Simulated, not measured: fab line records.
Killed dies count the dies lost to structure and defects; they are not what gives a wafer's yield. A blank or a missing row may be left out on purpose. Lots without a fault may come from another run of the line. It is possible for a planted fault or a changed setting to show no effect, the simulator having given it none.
fab line records || flow n5-finfet
[record] {"lots": 5, "wafers": 15, "last-day": 17}
route steps=1938 shown ILD0@338 SDB@347 PASSIVATION@1936
lots with no fault: from the same line, run without faults
start-h: hours from the record's first day to the start of the lot's first wafer shown || wait-h: time in hours since the lot's previous step || " identical to the entry in the row above || L1.1+2: one row covering several wafers at once || - no value, or no start was given || * or withheld: withheld || < > ~ a bound
route shown NAME@n: NAME is a module with steps in the file, n the number in the route of the first one || usual: mean and standard deviation over wafers with no fault || same: alike in all rows || chamber/n: place in a boat || sites: the reading at each site || _std_site: standard deviation of those values || _edge_site: inner sites' mean taken away from outer sites' mean || radius-mm: for every site, how far away it sits from the centre of the wafer || mask NAME#n: copy n || behind: the most recent tool/chamber to have shaped the wafer || hold: reason for holding the lot/hours on hold/outcome of the hold || device: the transistor (n, p or np) that didn't switch || end of line: tests of these same wafers at the route's end || a step given without rows: its recipe and nothing more || killed: dies that structure and defects cost at the first sort, which is not the same as the wafer's yield || map: shows each die of a wafer: x if killed, . if not, _ if none is there
set.NAME: the setting the step ran with; set.NAME@STEP: the setting that earlier step ran with || model.NAME: the simulator's own value behind a step, which no gauge read
lots at selected steps of the route; one table per step, one row per wafer
services: a tool's chamber out of use, with start hour (start-h, from the record's first day; less than 0 if before it), hours out, and reason
[[steps]]
[step N5_ILD0_CMP_03]
[recipe] {"stop-on": "SiNx", "t-overpolish-s": 1.9, "post-cmp-clean": "alkaline-brush", "down-force-psi": 4.1491, "platen-rpm": 51.796, "pad-velocity-m-s": 1.0306, "target-thk-nm": 197.38}
[step N5_ILD0_CMP_07]
[recipe] {"stop-on": "poly-Si", "material": "SiO2_flowable", "t-overpolish-s": 1.18, "post-cmp-clean": "alkaline-brush", "down-force-psi": 4.1491, "platen-rpm": 51.796, "pad-velocity-m-s": 1.0306, "target-thk-nm": 138.88}
[step N5_ILD0_PRECLEAN_10]
[recipe] {"chemistry": "NF3:NH3", "afs-cycles": 5, "time-s": 20, "temp-c": 30, "sublimation-temp-c": 180, "sublimation-time-s": 60, "pressure-torr": 3, "rf-power-w": 30}
[step N5_ILD0_ALD_15]
[recipe] {"material": "SiNx", "target-thk-a": 240, "temp-c": 400, "ald-precursor-family": "SiH2I2", "ald-co-reactant": "N2/H2-plasma", "pulse-time-s": 1, "ald-cycles": 480, "purge-time-s": 2, "co-reactant-purge-time-s": 2, "pressure-torr": 2}
[step N5_ILD0_CMP_12]
[recipe] {"stop-on": "poly-Si", "material": "SiNx", "t-overpolish-s": 6, "post-cmp-clean": "alkaline-brush", "down-force-psi": 2.5, "platen-rpm": 51.8, "pad-velocity-m-s": 1.0307, "target-thk-nm": 17.67}
[step N5_SDB_HM_DEP_00]
[recipe] {"material": "SiNx", "target-thk-a": 400, "temp-c": 400, "precursor": "SiH4/NH3/N2", "pressure-torr": 1.5, "rf-w": 300, "time-s": 35.3}
[step N5_SDB_COAT_03]
[recipe] {"resist": "SOC", "temp-c": 250, "time-s": 60, "spin-rpm": 1500, "resist-thk-nm": 100}
[step N5_SDB_COAT_04]
[recipe] {"resist": "SiARC", "temp-c": 220, "time-s": 60, "spin-rpm": 1500, "resist-thk-nm": 18}
[step N5_SDB_COAT_05]
[recipe] {"resist": "CAR-ArF", "spin-rpm": 1500, "resist-thk-nm": 90}
[usual] {"spin-speed-rpm": "1500.1/0.81"}
{"lot.wafer": "L665.1", "tool": "litho-track-05", "chamber": 0, "start-h": 141.14, "wait-h": "-", "spin-speed-rpm": 1499.0, "model.CAR-ArF_of_SDB_COAT_05.thk-nm": 90.6}
{"lot.wafer": "L665.2", "tool": "litho-track-05", "chamber": 0, "start-h": 141.14, "wait-h": "-", "spin-speed-rpm": 1501.8, "model.CAR-ArF_of_SDB_COAT_05.thk-nm": 90.4}
{"lot.wafer": "L665.6", "tool": "litho-track-05", "chamber": 0, "start-h": 141.14, "wait-h": "-", "spin-speed-rpm": 1500.2, "model.CAR-ArF_of_SDB_COAT_05.thk-nm": 90.4}
{"lot.wafer": "L668.2", "tool": "litho-track-05", "chamber": 0, "start-h": 158.30, "wait-h": "-", "spin-speed-rpm": 1228.5, "model.CAR-ArF_of_SDB_COAT_05.thk-nm": 100.6}
{"lot.wafer": "L668.3", "tool": "litho-track-05", "chamber": 0, "start-h": 158.30, "wait-h": "-", "spin-speed-rpm": 1227.5, "model.CAR-ArF_of_SDB_COAT_05.thk-nm": 100.2}
{"lot.wafer": "L668.5", "tool": "litho-track-05", "chamber": 0, "start-h": 158.30, "wait-h": "-", "spin-speed-rpm": 1227.7, "model.CAR-ArF_of_SDB_COAT_05.thk-nm": 100.2}
{"lot.wafer": "L670.2", "tool": "litho-track-04", "chamber": 0, "start-h": 162.99, "wait-h": "-", "spin-speed-rpm": 1500.8, "model.CAR-ArF_of_SDB_COAT_05.thk-nm": 89.8}
{"lot.wafer": "L670.3", "tool": "litho-track-04", "chamber": 0, "start-h": 162.99, "wait-h": "-", "spin-speed-rpm": 1500.1, "model.CAR-ArF_of_SDB_COAT_05.thk-nm": 89.8}
{"lot.wafer": "L670.4", "tool": "litho-track-04", "chamber": 0, "start-h": 162.99, "wait-h": "-", "spin-speed-rpm": 1500.3, "model.CAR-ArF_of_SDB_COAT_05.thk-nm": 89.6}
{"lot.wafer": "L671.1", "tool": "litho-track-05", "chamber": 0, "start-h": 170.01, "wait-h": "-", "spin-speed-rpm": 1227.8, "model.CAR-ArF_of_SDB_COAT_05.thk-nm": 99.8}
{"lot.wafer": "L671.5", "tool": "litho-track-05", "chamber": 0, "start-h": 170.01, "wait-h": "-", "spin-speed-rpm": 1227.7, "model.CAR-ArF_of_SDB_COAT_05.thk-nm": 99.8}
{"lot.wafer": "L671.6", "tool": "litho-track-05", "chamber": 0, "start-h": 170.01, "wait-h": "-", "spin-speed-rpm": 1228.8, "model.CAR-ArF_of_SDB_COAT_05.thk-nm": 99.8}
{"lot.wafer": "L672.1", "tool": "litho-track-05", "chamber": 0, "start-h": 173.31, "wait-h": "-", "spin-speed-rpm": 1229.9, "model.CAR-ArF_of_SDB_COAT_05.thk-nm": 100.2}
{"lot.wafer": "L672.3", "tool": "litho-track-05", "chamber": 0, "start-h": 173.31, "wait-h": "-", "spin-speed-rpm": 1228.9, "model.CAR-ArF_of_SDB_COAT_05.thk-nm": 100}
{"lot.wafer": "L672.6", "tool": "litho-track-05", "chamber": 0, "start-h": 173.31, "wait-h": "-", "spin-speed-rpm": 1228.8, "model.CAR-ArF_of_SDB_COAT_05.thk-nm": 100}
[step N5_SDB_EBR_07]
[recipe] {"solvent": "PGMEA", "ebr-width-mm": 1.5}
[step N5_SDB_SOFTBAKE_06]
[recipe] {"temp-c": 110, "time-s": 60, "resist": "CAR-ArF"}
[step N5_SDB_EXPOSE_08]
[recipe] {"mask-id": "SDB", "na": 1.35, "source-shape": "conventional", "sigma-outer": 0.5, "polarization": "unpolarized", "dose-mj": 49.6}
[step N5_SDB_PEB_09]
[recipe] {"peb-temp-c": "withheld", "peb-time-s": 60, "resist": "CAR-ArF"}
[step N5_SDB_DEVELOP_10]
[recipe] {"develop-time-s": 30, "developer": "TMAH", "resist": "CAR-ArF", "rinse-liquid": "diw", "dry": "air-spin", "dev-temp-c": 23}
[step N5_SDB_DESCUM_16]
[recipe] {"chemistry": "O2", "time-s": 7.9, "source-power-w": 50, "bias-power-w": 20, "pressure-mtorr": 20, "rf-frequency-hz": 2.712e+07, "temp-c": 40, "resist": "CAR-ArF", "o2-flow-sccm": 225}
[step N5_SDB_ETCH_17]
[recipe] {"chemistry": "CF4", "target": "SiARC", "target-depth-a": 234, "mask-material": "CAR-ArF", "time-s": 39, "ion-energy-ev": 80, "pressure-mtorr": 40, "source-w": 545, "bias-w": 36, "Ar_flow_sccm": 100, "cf4-flow-sccm": 100, "ends": "cleared"}
[usual] {"drypump-motor-current-A": "5.6/0.5", "etch-rf-on-time-s": "38.9/0.58", "oes-product-au": "0.71/0.079", "rf-vpp-V": "184.2/1.2", "showerhead-plenum-p-Torr": "2.17/0.085", "throttle-valve-pct": "15.53/0.2"}
{"lot.wafer": "L665.1", "tool": "rie-diel-04", "chamber": 0, "start-h": 141.62, "wait-h": 0.0, "drypump-motor-current-A": 5.3, "etch-rf-on-time-s": 39.5, "oes-product-au": 0.78, "rf-hours-counter-h": 25, "rf-vpp-V": 184.3, "showerhead-plenum-p-Torr": 2.10, "throttle-valve-pct": 15.42, "model.CAR-ArF_of_SDB_COAT_05.thk-nm": 67.2}
{"lot.wafer": "L665.2", "tool": "rie-diel-04", "chamber": 1, "start-h": 141.62, "wait-h": 0.0, "drypump-motor-current-A": 5.0, "etch-rf-on-time-s": 39.0, "oes-product-au": 0.79, "rf-hours-counter-h": 9, "rf-vpp-V": 185.7, "showerhead-plenum-p-Torr": 2.27, "throttle-valve-pct": 15.18, "model.CAR-ArF_of_SDB_COAT_05.thk-nm": 67.2}
{"lot.wafer": "L665.6", "tool": "rie-diel-04", "chamber": 1, "start-h": 141.62, "wait-h": 0.0, "drypump-motor-current-A": 5.0, "etch-rf-on-time-s": 38.8, "oes-product-au": 0.79, "rf-hours-counter-h": "-", "rf-vpp-V": 186.2, "showerhead-plenum-p-Torr": 2.27, "throttle-valve-pct": 15.18, "model.CAR-ArF_of_SDB_COAT_05.thk-nm": 67}
{"lot.wafer": "L668.2", "tool": "rie-diel-04", "chamber": 3, "start-h": 158.92, "wait-h": 0.0, "drypump-motor-current-A": 6.0, "etch-rf-on-time-s": 39.7, "oes-product-au": 0.59, "rf-hours-counter-h": 243, "rf-vpp-V": 181.3, "showerhead-plenum-p-Torr": 2.03, "throttle-valve-pct": 15.97, "model.CAR-ArF_of_SDB_COAT_05.thk-nm": 77.2}
{"lot.wafer": "L668.3", "tool": "rie-diel-04", "chamber": 1, "start-h": 158.92, "wait-h": 0.0, "drypump-motor-current-A": 5.1, "etch-rf-on-time-s": 39.0, "oes-product-au": 0.78, "rf-hours-counter-h": 13, "rf-vpp-V": 185.7, "showerhead-plenum-p-Torr": 2.27, "throttle-valve-pct": 15.19, "model.CAR-ArF_of_SDB_COAT_05.thk-nm": 77}
{"lot.wafer": "L668.5", "tool": "rie-diel-04", "chamber": 1, "start-h": 158.92, "wait-h": 0.0, "drypump-motor-current-A": 5.0, "etch-rf-on-time-s": 39.3, "oes-product-au": 0.78, "rf-hours-counter-h": "-", "rf-vpp-V": 185.8, "showerhead-plenum-p-Torr": 2.27, "throttle-valve-pct": 15.19, "model.CAR-ArF_of_SDB_COAT_05.thk-nm": 77}
{"lot.wafer": "L670.2", "tool": "rie-diel-03", "chamber": 1, "start-h": 163.48, "wait-h": 0.0, "drypump-motor-current-A": 6.5, "etch-rf-on-time-s": 37.9, "oes-product-au": 0.75, "rf-hours-counter-h": 50, "rf-vpp-V": 185.4, "showerhead-plenum-p-Torr": 2.26, "throttle-valve-pct": 15.50, "model.CAR-ArF_of_SDB_COAT_05.thk-nm": 66.6}
{"lot.wafer": "L670.3", "tool": "rie-diel-03", "chamber": 3, "start-h": 163.48, "wait-h": 0.0, "drypump-motor-current-A": 4.8, "etch-rf-on-time-s": 38.6, "oes-product-au": 0.62, "rf-hours-counter-h": 204, "rf-vpp-V": 185.7, "showerhead-plenum-p-Torr": 2.21, "throttle-valve-pct": 15.91, "model.CAR-ArF_of_SDB_COAT_05.thk-nm": 66.4}
{"lot.wafer": "L670.4", "tool": "rie-diel-03", "chamber": 0, "start-h": 163.48, "wait-h": 0.0, "drypump-motor-current-A": 5.5, "etch-rf-on-time-s": 38.3, "oes-product-au": 0.58, "rf-hours-counter-h": 250, "rf-vpp-V": 184.5, "showerhead-plenum-p-Torr": 2.11, "throttle-valve-pct": 15.70, "model.CAR-ArF_of_SDB_COAT_05.thk-nm": 66.4}
{"lot.wafer": "L671.1", "tool": "rie-diel-01", "chamber": 0, "start-h": 170.37, "wait-h": 0.0, "drypump-motor-current-A": 5.7, "etch-rf-on-time-s": 39.2, "oes-product-au": 0.69, "rf-hours-counter-h": 90, "rf-vpp-V": 184.0, "showerhead-plenum-p-Torr": 2.16, "throttle-valve-pct": 15.46, "model.CAR-ArF_of_SDB_COAT_05.thk-nm": 76.4}
{"lot.wafer": "L671.5", "tool": "rie-diel-01", "chamber": 1, "start-h": 170.37, "wait-h": 0.0, "drypump-motor-current-A": 5.1, "etch-rf-on-time-s": 39.2, "oes-product-au": 0.74, "rf-hours-counter-h": "-", "rf-vpp-V": 186.0, "showerhead-plenum-p-Torr": 2.27, "throttle-valve-pct": 15.49, "model.CAR-ArF_of_SDB_COAT_05.thk-nm": 76.6}
{"lot.wafer": "L671.6", "tool": "rie-diel-01", "chamber": 0, "start-h": 170.37, "wait-h": 0.0, "drypump-motor-current-A": 5.7, "etch-rf-on-time-s": 39.3, "oes-product-au": 0.69, "rf-hours-counter-h": "-", "rf-vpp-V": 185.6, "showerhead-plenum-p-Torr": 2.16, "throttle-valve-pct": 15.47, "model.CAR-ArF_of_SDB_COAT_05.thk-nm": 76.4}
{"lot.wafer": "L672.1", "tool": "rie-diel-01", "chamber": 3, "start-h": 173.80, "wait-h": 0.0, "drypump-motor-current-A": 6.3, "etch-rf-on-time-s": 37.8, "oes-product-au": 0.77, "rf-hours-counter-h": 26, "rf-vpp-V": 184.2, "showerhead-plenum-p-Torr": 2.10, "throttle-valve-pct": 15.55, "model.CAR-ArF_of_SDB_COAT_05.thk-nm": 76.8}
{"lot.wafer": "L672.3", "tool": "rie-diel-01", "chamber": 0, "start-h": 173.80, "wait-h": 0.0, "drypump-motor-current-A": 5.7, "etch-rf-on-time-s": 38.6, "oes-product-au": 0.69, "rf-hours-counter-h": 91, "rf-vpp-V": 182.8, "showerhead-plenum-p-Torr": 2.16, "throttle-valve-pct": 15.48, "model.CAR-ArF_of_SDB_COAT_05.thk-nm": 76.8}
{"lot.wafer": "L672.6", "tool": "rie-diel-01", "chamber": 0, "start-h": 173.80, "wait-h": 0.0, "drypump-motor-current-A": 5.7, "etch-rf-on-time-s": 38.5, "oes-product-au": 0.69, "rf-hours-counter-h": "-", "rf-vpp-V": 184.3, "showerhead-plenum-p-Torr": 2.16, "throttle-valve-pct": 15.48, "model.CAR-ArF_of_SDB_COAT_05.thk-nm": 76.6}
[step N5_SDB_ETCH_18]
[recipe] {"chemistry": "N2/H2", "target": "SOC", "target-depth-a": 1000, "overetch-a": 200, "mask-material": "SiARC", "temp-c": 40, "time-s": 150, "ion-energy-ev": 200, "pressure-mtorr": 30, "source-w": 840, "bias-w": 150, "n2-flow-sccm": 200, "h2-flow-sccm": 200}
[step N5_PASSIVATION_PROBE_49]
[usual] {"killed_at_M0_to_M3": "36/11", "killed_at_M4_up": "14/5.6", "killed-at-contacts": "11/5.6", "killed-at-front-end": "40/12", "killed-at-other": "4/3.2", "killed-dies": "105/17", "killed-open": "69/12", "killed-short": "34/8.4"}
[same] {"gross-dies": 1180, "killed-at-back-side": 0}
{"lot.wafer": "L665.1", "tool": "prober-01", "chamber": "-", "start-h": 383.39, "wait-h": 0.0, "killed_at_M0_to_M3": 33, "killed_at_M4_up": 7, "killed-at-contacts": 3, "killed-at-front-end": 65, "killed-at-other": 4, "killed-dies": 112, "killed-open": 77, "killed-short": 33}
// killed by level:class
L665.1 STI_FIN_REVEAL:geometric-particle:open=21 FIN_SAQP:geometric-particle:open=15 FIN_SAQP:geometric-particle:short=9 BEOL_M0:geometric-particle:open=7 BEOL_M3:geometric-particle:open=7 BEOL_M2:geometric-particle:short=5 STARTING-WAFER:geometric-particle:short=5 BEOL_M0_SAQP:geometric-particle:short=4
[[services]]
{"tool": "litho-track-04", "chamber": "-", "start-h": 127.60, "hours": "-", "kind": "consumable-replace:filter"}
{"tool": "rie-diel-01", "chamber": "-", "start-h": 129.43, "hours": 10.9, "kind": "repair"}
{"tool": "rie-diel-04", "chamber": 3, "start-h": 138.33, "hours": 9.4, "kind": "repair"}
{"tool": "rie-diel-01", "chamber": 2, "start-h": 143.52, "hours": 8.2, "kind": "repair"}
{"tool": "rie-diel-03", "chamber": 0, "start-h": 165.44, "hours": "-", "kind": "clean"}
{"tool": "rie-diel-03", "chamber": 0, "start-h": 165.44, "hours": "-", "kind": "consumable-replace:focus-ring"}
{"tool": "rie-diel-03", "chamber": 0, "start-h": 165.44, "hours": 20.8, "kind": "scheduled-down"}
{"tool": "rie-diel-03", "chamber": 0, "start-h": 165.44, "hours": 20.8, "kind": "vent-cycle"}
{"tool": "litho-track-04", "chamber": "-", "start-h": 166.05, "hours": "-", "kind": "consumable-replace:filter"}
[[key]]
[first-sign] {"step": "N5_SDB_COAT_05", "reading": "spin-speed-rpm", "direction": "down", "sigmas": "99+", "usual": "*", "struck": "*"}
effect none on later readings
[model-effect] {"step": "N5_SDB_COAT_05", "value": "CAR-ArF_of_SDB_COAT_05.thk-nm", "without": 90.56, "struck": 100.1}
[model-effect] {"step": "N5_SDB_ETCH_17", "value": "CAR-ArF_of_SDB_COAT_05.thk-nm", "without": 67.22, "struck": 76.76}
met-at N5_SDB_COAT_05
struck-wafers L668.2,L668.3,L668.5,L671.1,L671.5,L671.6,L672.1,L672.3,L672.6
tester-left-out L668,L671,L672
onset-between 141.14 158.30
[fault] {"kind": "process-parameter-drift", "tool": "litho-track-05", "chamber": "-", "onset-h": 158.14, "steps": "N5_SDB_COAT_05", "channel": "spin-rpm", "offset": "*", "shape": "step", "end-h": 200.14, "acts-in": "*", "stated": "*"}
// tester-left-out: of these lots the tester's yield and bins aren't shown, on N5 and GAA mostly nor the transistor test; their killed dies are dies lost to structure and defects alone, not to doping, threshold or leakage, so they don't give the yield
